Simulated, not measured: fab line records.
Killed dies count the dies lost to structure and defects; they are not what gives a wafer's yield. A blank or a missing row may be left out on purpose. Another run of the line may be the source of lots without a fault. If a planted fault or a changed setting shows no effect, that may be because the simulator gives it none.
fab line records | flow n5_finfet | part 2 of 2: steps 28 to 35 of 35
record lots=5 | wafers=15 | last_day=14
route steps=1938 shown BEOL_M13@1660
lots untouched by any fault: they come from a run of this same line in which no faults occurred
start_h: hours from the record's opening day to when the first of the lot's shown wafers began | wait_h: hours from the lot's prior step to this one | " as in the row above | L1.1+2: a row that stands for several wafers | - no value present, or no start provided | * or withheld: withheld | < > ~ a bound
route shown NAME@n: a module of which the file shows steps, and the number in the route of the first | usual: mean/standard deviation taken from wafers without a fault | same: alike in all rows | chamber/n: place in a boat | sites: the reading at each site | _std_site: standard deviation across them | _edge_site: outer sites' mean less inner sites' | radius_mm: for every site, how far away it sits from the centre of the wafer | mask NAME#n: copy n | behind: the last tool/chamber to shape the wafer | hold: what put the lot on hold/how long, in hours/how the hold closed | device: names the non-switching transistor (n, p or np) | end of line: tests of these same wafers at the route's end | step lacking rows: just its recipe | killed: dies that structure and defects cost at the first sort, which is not the same as the wafer's yield | map: dies across one wafer; x = killed, . = not, _ = none there
set.NAME: the setting as run; set.NAME@STEP: as run at that earlier step | model.NAME: the simulator's own value behind a step, which no gauge read
a table for each step, a row for each wafer; lots at some steps of the route
services: when a tool's chamber went out of use (start_h, in hours from the record's first day, below 0 if earlier), for how many hours, and the reason
## steps
# step N5_BEOL_M13_DEVELOP_27
# recipe develop_time_s=45 | rinse_liquid=diw | dry=air_spin | dev_temp_c=21
lot.wafer  | tool           | chamber | start_h | wait_h
L075.3+4+5 | litho_track-01 | 0       | -       | -
L080.2+3+6 | litho_track-02 | 0       | -       | -
L083.1+4+6 | litho_track-03 | 0       | -       | -
L084.2+4+5 | litho_track-03 | 0       | -       | -
L085.1+2+5 | litho_track-01 | 0       | -       | -
# step N5_BEOL_M13_HARDBAKE_32
# recipe temp_c=130 | time_s=120
lot.wafer  | tool           | chamber | start_h | wait_h
L075.3+4+5 | litho_track-01 | 0       | -       | -
L080.2+3+6 | litho_track-02 | 0       | -       | -
L083.1+4+6 | litho_track-03 | 0       | -       | -
L084.2+4+5 | litho_track-03 | 0       | -       | -
L085.1+2+5 | litho_track-01 | 0       | -       | -
# step N5_BEOL_M13_CD_MEAS_28
# recipe target_cd_nm=209.5 | landing_energy_ev=500 | detector=se_inlens
# usual cd_nm=209.2/0.91
lot.wafer | tool      | chamber | start_h | wait_h | cd_nm
L075.3    | cd_sem-01 | 0       | 245.22  | -      | 208.0
L075.4    | "         | 0       | "       | "      | 207.8
L075.5    | "         | 0       | "       | "      | 207.6
L080.2    | cd_sem-01 | 0       | 284.41  | -      | 209.9
L080.3    | "         | 0       | "       | "      | 209.3
L080.6    | "         | 0       | "       | "      | 208.8
L083.1    | cd_sem-01 | 0       | 288.68  | -      | 209.3
L083.4    | "         | 0       | "       | "      | 209.1
L083.6    | "         | 0       | "       | "      | 209.4
L084.2    | cd_sem-03 | 0       | 304.85  | -      | 210.5
L084.4    | "         | 0       | "       | "      | 210.6
L084.5    | "         | 0       | "       | "      | 210.0
L085.1    | cd_sem-02 | 0       | 308.38  | -      | 209.8
L085.2    | "         | 0       | "       | "      | 209.5
L085.5    | "         | 0       | "       | "      | 208.6
# step N5_BEOL_M13_OVL_MEAS_29
# recipe points_per_wafer=44
# usual M13_OVL=-2/5.9
lot.wafer | tool       | chamber | start_h | wait_h | M13_OVL[nm]
L075.3    | overlay-02 | 0       | 245.25  | 0.0    | -7
L075.4    | "          | 0       | "       | "      | -1
L075.5    | "          | 0       | "       | "      | -2
L080.2    | overlay-01 | 0       | 284.44  | 0.0    | -8
L080.3    | "          | 0       | "       | "      | -9
L080.6    | "          | 0       | "       | "      | -4
L083.1    | overlay-01 | 0       | 288.71  | 0.0    | 18
L083.4    | "          | 0       | "       | "      | 4
L083.6    | "          | 0       | "       | "      | 3
L084.2    | overlay-01 | 0       | 304.88  | 0.0    | -1
L084.4    | "          | 0       | "       | "      | 9
L084.5    | "          | 0       | "       | "      | 3
L085.1    | overlay-01 | 0       | 308.41  | 0.0    | -2
L085.2    | "          | 0       | "       | "      | -2
L085.5    | "          | 0       | "       | "      | -2
# step N5_BEOL_M13_INSPECT_30
# recipe mode=adi | inspect_instrument=macro
# usual raw_defect_count=2.2/1.5
lot.wafer | tool              | chamber | start_h | wait_h | raw_defect_count
L075.3    | defect_inspect-02 | -       | 245.28  | 0.0    | 1
L075.4    | "                 | -       | "       | "      | 2
L075.5    | "                 | -       | "       | "      | 2
L080.2    | defect_inspect-02 | -       | 284.46  | 0.0    | 2
L080.3    | "                 | -       | "       | "      | 1
L080.6    | "                 | -       | "       | "      | 2
L083.1    | defect_inspect-02 | -       | 288.73  | 0.0    | 0
L083.4    | "                 | -       | "       | "      | 1
L083.6    | "                 | -       | "       | "      | 1
L084.2    | defect_inspect-01 | -       | 304.91  | 0.0    | 0
L084.4    | "                 | -       | "       | "      | 0
L084.5    | "                 | -       | "       | "      | 2
L085.1    | defect_inspect-02 | -       | 308.44  | 0.0    | 4
L085.2    | "                 | -       | "       | "      | 3
L085.5    | "                 | -       | "       | "      | 2
# step N5_BEOL_M13_DESCUM_33
# recipe chemistry=O2 | time_s=7.9 | source_power_w=50 | bias_power_w=20 | pressure_mtorr=20 | rf_frequency_hz=2.712e+07 | temp_c=40 | o2_flow_sccm=225
# usual drypump_motor_current_A=5.7/0.38 | oes_product_au=0.79/0.089 | rf_vpp_V=243.1/1.4 | showerhead_plenum_p_Torr=2.10/0.067 | throttle_valve_pct=20.41/0.23
lot.wafer | tool        | chamber | start_h | wait_h | drypump_motor_current_A | oes_product_au | rf_hours_counter_h | rf_vpp_V | showerhead_plenum_p_Torr | throttle_valve_pct
L075.3    | rie_diel-02 | 1       | 245.31  | 0.0    | 5.2                     | 0.75           | 183                | 241.8    | 2.00                     | 20.16
L075.4    | "           | 2       | "       | "      | 5.8                     | 0.70           | -                  | 242.3    | 2.16                     | 20.60
L075.5    | "           | 1       | "       | "      | 5.2                     | 0.74           | -                  | 241.3    | 2.00                     | 20.17
L080.2    | rie_diel-02 | 0       | 284.54  | 0.1    | 5.9                     | 0.93           | 13                 | 245.0    | 2.22                     | 20.60
L080.3    | "           | 1       | "       | "      | 5.2                     | 0.72           | 198                | 240.0    | 2.00                     | 20.21
L080.6    | "           | 0       | "       | "      | 5.9                     | 0.93           | -                  | 245.8    | 2.22                     | 20.60
L083.1    | rie_diel-06 | 0       | 288.76  | 0.0    | 5.9                     | 0.89           | 30                 | 241.6    | 2.06                     | 20.42
L083.4    | "           | 3       | "       | "      | 5.5                     | 0.83           | 73                 | 246.1    | 2.12                     | 20.20
L083.6    | "           | 2       | "       | "      | 5.2                     | 0.70           | -                  | 243.3    | 2.15                     | 20.69
L084.2    | rie_diel-02 | 0       | 304.94  | 0.0    | 5.9                     | 0.90           | 19                 | 244.5    | 2.22                     | 20.60
L084.4    | "           | 2       | "       | "      | 5.8                     | 0.68           | 235                | 244.0    | 2.15                     | 20.63
L084.5    | "           | 3       | "       | "      | 6.4                     | 0.95           | -                  | 241.1    | 2.06                     | 20.25
L085.1    | rie_diel-01 | 3       | 308.65  | 0.2    | 5.9                     | 0.78           | 140                | 245.7    | 2.20                     | 20.52
L085.2    | "           | 0       | "       | "      | 5.4                     | 0.77           | 122                | 243.2    | 2.12                     | 20.84
L085.5    | "           | 3       | "       | "      | 5.9                     | 0.78           | -                  | 245.8    | 2.20                     | 20.53
# step N5_BEOL_M13_ETCH_67
# recipe chemistry=CF4 | target=SiARC | target_depth_a=1430 | time_s=238.3 | ion_energy_ev=80 | pressure_mtorr=40 | source_w=545 | bias_w=36 | Ar_flow_sccm=100 | cf4_flow_sccm=100 | ends=cleared
# usual drypump_motor_current_A=5.7/0.38 | etch_rf_on_time_s=238/5.2 | oes_product_au=0.68/0.076 | rf_vpp_V=184.2/1.1 | showerhead_plenum_p_Torr=2.14/0.068 | throttle_valve_pct=15.56/0.24
lot.wafer | tool        | chamber | start_h | wait_h | drypump_motor_current_A | etch_rf_on_time_s | oes_product_au | rf_hours_counter_h | rf_vpp_V | showerhead_plenum_p_Torr | throttle_valve_pct
L075.3    | rie_diel-02 | 1       | 245.34  | 0.0    | 5.2                     | 238               | 0.63           | 183                | 183.8    | 2.04                     | 15.35
L075.4    | "           | 2       | "       | "      | 5.8                     | 240               | 0.60           | -                  | 184.8    | 2.20                     | 15.79
L075.5    | "           | 1       | "       | "      | 5.2                     | 238               | 0.63           | -                  | 182.1    | 2.04                     | 15.36
L080.2    | rie_diel-02 | 0       | 284.58  | 0.0    | 5.9                     | 232               | 0.80           | 13                 | 185.7    | 2.27                     | 15.72
L080.3    | "           | 1       | "       | "      | 5.1                     | 244               | 0.62           | 198                | 184.3    | 2.04                     | 15.40
L080.6    | "           | 0       | "       | "      | 5.9                     | 233               | 0.80           | -                  | 185.9    | 2.27                     | 15.73
L083.1    | rie_diel-06 | 0       | 288.80  | 0.0    | 5.9                     | 236               | 0.75           | 30                 | 183.8    | 2.09                     | 15.35
L083.4    | "           | 3       | "       | "      | 5.5                     | 229               | 0.72           | 73                 | 184.3    | 2.16                     | 15.39
L083.6    | "           | 2       | "       | "      | 5.1                     | 239               | 0.59           | -                  | 184.7    | 2.21                     | 15.97
L084.2    | rie_diel-02 | 0       | 304.98  | 0.0    | 5.9                     | 230               | 0.80           | 19                 | 186.0    | 2.27                     | 15.74
L084.4    | "           | 2       | "       | "      | 5.8                     | 239               | 0.59           | 235                | 184.1    | 2.19                     | 15.83
L084.5    | "           | 3       | "       | "      | 6.4                     | 247               | 0.80           | -                  | 183.4    | 2.10                     | 15.29
L085.1    | rie_diel-01 | 3       | 308.69  | 0.0    | 5.9                     | 241               | 0.67           | 140                | 185.4    | 2.23                     | 15.61
L085.2    | "           | 0       | "       | "      | 5.4                     | 235               | 0.66           | 122                | 184.5    | 2.15                     | 15.92
L085.5    | "           | 3       | "       | "      | 5.9                     | 244               | 0.66           | -                  | 183.9    | 2.23                     | 15.60
# step N5_BEOL_M13_ETCH_68
# recipe chemistry=N2/H2 | target=SOC | mask_material=SiARC | source_w=3000 | bias_w=350 | temp_c=40 | time_s=355 | ion_energy_ev=200 | pressure_mtorr=30 | n2_flow_sccm=200 | h2_flow_sccm=200
# usual drypump_motor_current_A=5.7/0.38 | oes_product_au=0.79/0.09 | rf_vpp_V=524.1/2.5 | showerhead_plenum_p_Torr=2.54/0.081 | throttle_valve_pct=17.73/0.22
lot.wafer | tool        | chamber | start_h | wait_h | drypump_motor_current_A | oes_product_au | rf_hours_counter_h | rf_vpp_V | showerhead_plenum_p_Torr | throttle_valve_pct
L075.3    | rie_diel-02 | 1       | 245.49  | 0.1    | 5.2                     | 0.74           | 183                | 519.8    | 2.43                     | 17.58
L075.4    | "           | 2       | "       | "      | 5.8                     | 0.71           | -                  | 525.7    | 2.63                     | 18.03
L075.5    | "           | 1       | "       | "      | 5.2                     | 0.74           | -                  | 521.0    | 2.43                     | 17.59
L080.2    | rie_diel-02 | 0       | 284.72  | 0.1    | 5.9                     | 0.93           | 13                 | 528.2    | 2.70                     | 17.83
L080.3    | "           | 1       | "       | "      | 5.2                     | 0.72           | 199                | 519.7    | 2.43                     | 17.59
L080.6    | "           | 0       | "       | "      | 6.0                     | 0.93           | -                  | 529.1    | 2.70                     | 17.82
L083.1    | rie_diel-06 | 0       | 288.95  | 0.1    | 5.9                     | 0.89           | 30                 | 523.0    | 2.47                     | 17.65
L083.4    | "           | 3       | "       | "      | 5.5                     | 0.83           | 73                 | 524.3    | 2.55                     | 17.49
L083.6    | "           | 2       | "       | "      | 5.2                     | 0.69           | -                  | 524.9    | 2.63                     | 18.14
L084.2    | rie_diel-02 | 0       | 305.12  | 0.1    | 5.9                     | 0.91           | 19                 | 527.9    | 2.69                     | 17.84
L084.4    | "           | 2       | "       | "      | 5.7                     | 0.68           | 236                | 525.1    | 2.62                     | 18.07
L084.5    | "           | 3       | "       | "      | 6.4                     | 0.94           | -                  | 523.0    | 2.48                     | 17.42
L085.1    | rie_diel-01 | 3       | 308.83  | 0.1    | 5.9                     | 0.78           | 140                | 527.7    | 2.63                     | 17.60
L085.2    | "           | 0       | "       | "      | 5.4                     | 0.76           | 122                | 525.5    | 2.54                     | 17.91
L085.5    | "           | 3       | "       | "      | 5.9                     | 0.77           | -                  | 527.5    | 2.63                     | 17.60
## services
tool            | chamber | start_h | hours | kind
wet_bench-01    | -       | 221.22  | 2.5   | repair
krf_scanner-02  | 0       | 225.75  | -     | calibration
rie_diel-02     | 0       | 230.12  | -     | clean
rie_diel-02     | 0       | 230.12  | -     | consumable_replace:focus_ring
rie_diel-02     | 0       | 230.12  | -     | consumable_replace:showerhead
rie_diel-02     | 0       | 230.12  | 22.2  | scheduled_down
rie_diel-02     | 0       | 230.12  | 22.2  | vent_cycle
plasma_asher-02 | -       | 233.27  | 2.8   | pm
rie_diel-06     | 1       | 250.77  | 15.2  | repair
rie_diel-02     | 3       | 253.91  | -     | clean
rie_diel-02     | 3       | 253.91  | -     | consumable_replace:focus_ring
rie_diel-02     | 3       | 253.91  | 32.5  | scheduled_down
rie_diel-02     | 3       | 253.91  | 32.5  | vent_cycle
krf_scanner-01  | -       | 272.11  | 3.6   | pm
krf_scanner-01  | -       | 277.12  | 1.3   | pm
krf_scanner-02  | -       | 279.21  | 1.0   | pm
krf_scanner-01  | -       | 286.15  | -     | calibration
krf_scanner-01  | -       | 299.65  | 1.0   | pm
plasma_asher-02 | -       | 301.30  | 11.8  | repair
rie_diel-01     | 1       | 306.06  | 3.2   | repair
